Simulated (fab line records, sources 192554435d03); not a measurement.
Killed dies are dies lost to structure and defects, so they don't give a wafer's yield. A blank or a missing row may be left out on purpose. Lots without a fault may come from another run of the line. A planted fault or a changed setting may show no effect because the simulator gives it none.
Chamber matching | flow n5_finfet | N5_FIN_SAQP_ETCH_65 on rie_si-03: 4 sister chambers
The step etches SiO2 in CF4, target depth 4 nm, time 4.4 s. 4 wafers are shown with their chamber, then 12 later ones without.

WAFERS WITH THEIR CHAMBER
wafer  | chamber | drypump_motor_current_A (A)
L080.1 | 3       | 5.11
L080.3 | 1       | 5.16
L090.2 | 0       | 5.98
L090.6 | 2       | 5.52

WAFERS WITHOUT THEIR CHAMBER
wafer  | drypump_motor_current_A (A)
L091.1 | 5.17
L091.3 | 5.08
L091.5 | 5.10
L092.1 | 5.12
L092.2 | 5.12
L092.6 | 5.53
L094.1 | 5.18
L094.5 | 5.97
L094.6 | 5.15
L097.1 | 5.18
L097.3 | 5.16
L097.5 | 5.97

WHICH CHAMBER EACH WENT THROUGH
wafer  | from the rows above | in truth
L091.1 | 1                   | 1
L091.3 | 3                   | 3
L091.5 | 3                   | 3
L092.1 | 3                   | 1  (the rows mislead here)
L092.2 | 3                   | 3
L092.6 | 2                   | 2
L094.1 | 1                   | 1
L094.5 | 0                   | 0
L094.6 | 1                   | 1
L097.1 | 1                   | 1
L097.3 | 1                   | 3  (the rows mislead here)
L097.5 | 0                   | 0
Placed correctly: 10 of 12. Can't be placed from these rows: 0. Placed wrongly: 2.
How it was worked out, from the rows above alone: a wafer's distance from a chamber is the root of the sum, over the readings, of the square of ((its reading less the chamber's mean) divided by the reading's scatter). The wafer belongs to the nearest chamber; if the next one is less than 2 further off, it can't be placed. A chamber's mean is the mean of its shown wafers. The scatter: with one shown wafer a chamber, the root of the mean of the squares of how far each hidden wafer lies from its nearest shown one.
